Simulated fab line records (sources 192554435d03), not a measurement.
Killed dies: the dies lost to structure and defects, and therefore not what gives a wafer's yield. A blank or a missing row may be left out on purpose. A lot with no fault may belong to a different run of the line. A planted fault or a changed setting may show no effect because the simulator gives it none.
Matching of chambers -- flow n5Finfet -- pecvd-02 running N5_BEOL_M13_DEP_53: 3 sister chambers
The step deposits SiCN from 3MS/NH3, target thk 50 nm, time 17.8 s. 6 wafers are shown with their chamber, then 8 later ones without.

WAFERS WITH THEIR CHAMBER
wafer,chamber,throttleValvePct (%),showerheadPlenumPTorr (Torr)
L076.3,0,19.0,4.156
L083.4,2,16.1,4.193
L085.2,2,16.3,4.175
L085.3,1,18.0,4.124
L085.4,0,19.0,4.155
L086.1,1,18.0,4.125

WAFERS WITHOUT THEIR CHAMBER
wafer,throttleValvePct (%),showerheadPlenumPTorr (Torr)
L086.2,16.4,4.202
L086.3,18.9,4.149
L089.3,19.1,4.160
L089.4,18.1,4.135
L089.6,16.3,4.182
L094.3,16.8,4.187
L094.4,18.9,4.159
L094.5,18.8,4.143

CHAMBER TAKEN BY EACH
wafer,from the rows above,in truth
L086.2,2,2
L086.3,0,0
L089.3,0,0
L089.4,1,1
L089.6,2,2
L094.3,2,2
L094.4,0,0
L094.5,0,0
8 of 8 placed correctly. Left unplaced by these rows: 0. Number placed wrongly: 0.
How it was worked out, from the rows above alone: a wafer's distance from a chamber is the root of the sum, over the readings, of the square of ((its reading less the chamber's mean) divided by the reading's scatter). The wafer belongs to the nearest chamber; if the next one is less than 2 further off, it can't be placed. The mean given for a chamber averages the wafers shown for that chamber. The scatter: take each reading less its chamber's mean, square it, sum over the shown wafers, divide by the number of wafers less the number of chambers, and take the root.
